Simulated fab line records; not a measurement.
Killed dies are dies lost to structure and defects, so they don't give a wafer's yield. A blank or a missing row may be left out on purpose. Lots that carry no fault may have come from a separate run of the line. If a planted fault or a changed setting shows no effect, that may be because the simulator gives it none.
Chamber matching / flow nand_harc / NHARC_A_CONTACT_CMP_20 on cmp-03 has 4 sister chambers
The step polishes, t overpolish 30 s, target thk 300 nm. 8 wafers are shown with their chamber, then 11 later ones without.

WAFERS PAIRED WITH THEIR CHAMBERS
wafer=L082.1; chamber=2; motor_current_A (A)=10.5; time_to_endpoint_s (s)=59.2
wafer=L084.2; chamber=2; motor_current_A (A)=11.0; time_to_endpoint_s (s)=55.8
wafer=L084.3; chamber=3; motor_current_A (A)=10.4; time_to_endpoint_s (s)=57.5
wafer=L084.5; chamber=0; motor_current_A (A)=13.6; time_to_endpoint_s (s)=56.7
wafer=L085.1; chamber=0; motor_current_A (A)=12.7; time_to_endpoint_s (s)=55.9
wafer=L085.3; chamber=3; motor_current_A (A)=10.8; time_to_endpoint_s (s)=60.0
wafer=L085.6; chamber=1; motor_current_A (A)=13.4; time_to_endpoint_s (s)=54.4
wafer=L085.2; chamber=1; motor_current_A (A)=13.8; time_to_endpoint_s (s)=56.2

WAFERS MISSING THEIR CHAMBER
wafer=L085.4; motor_current_A (A)=10.9; time_to_endpoint_s (s)=58.2
wafer=L085.5; motor_current_A (A)=12.8; time_to_endpoint_s (s)=56.9
wafer=L086.1; motor_current_A (A)=13.6; time_to_endpoint_s (s)=59.4
wafer=L086.2; motor_current_A (A)=11.3; time_to_endpoint_s (s)=56.3
wafer=L086.3; motor_current_A (A)=13.5; time_to_endpoint_s (s)=57.5
wafer=L094.1; motor_current_A (A)=11.1; time_to_endpoint_s (s)=61.3
wafer=L094.4; motor_current_A (A)=13.1; time_to_endpoint_s (s)=66.7
wafer=L094.6; motor_current_A (A)=12.6; time_to_endpoint_s (s)=65.1
wafer=L097.1; motor_current_A (A)=13.1; time_to_endpoint_s (s)=59.8
wafer=L097.2; motor_current_A (A)=11.2; time_to_endpoint_s (s)=60.1
wafer=L097.4; motor_current_A (A)=13.4; time_to_endpoint_s (s)=59.1

EACH ONE'S CHAMBER
wafer=L085.4; from the rows above=can't be placed: 2 or 3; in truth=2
wafer=L085.5; from the rows above=can't be placed: 0 or 1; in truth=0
wafer=L086.1; from the rows above=can't be placed: 0 or 1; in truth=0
wafer=L086.2; from the rows above=can't be placed: 2 or 3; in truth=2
wafer=L086.3; from the rows above=can't be placed: 0 or 1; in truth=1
wafer=L094.1; from the rows above=can't be placed: 3 or 2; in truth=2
wafer=L094.4; from the rows above=can't be placed: 0 or 1 or 3 or 2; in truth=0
wafer=L094.6; from the rows above=can't be placed: 0 or 3 or 2 or 1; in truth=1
wafer=L097.1; from the rows above=can't be placed: 0 or 1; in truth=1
wafer=L097.2; from the rows above=can't be placed: 3 or 2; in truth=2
wafer=L097.4; from the rows above=can't be placed: 0 or 1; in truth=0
Placed correctly: 0 of 11. Can't be placed from these rows: 11 (the true chamber is among the candidates in 11). Number placed wrongly: 0.
How it was worked out, from the rows above alone: a wafer's distance from a chamber is the root of the sum, over the readings, of the square of ((its reading less the chamber's mean) divided by the reading's scatter). If the next closest chamber is less than 2 further off than the closest, the wafer can't be placed; otherwise it belongs to the closest. Each chamber's mean is taken over the wafers shown for it. How the scatter is found: for the shown wafers, subtract from each reading the mean of its chamber, square and add these, divide the total by (wafers less chambers), then take the root.
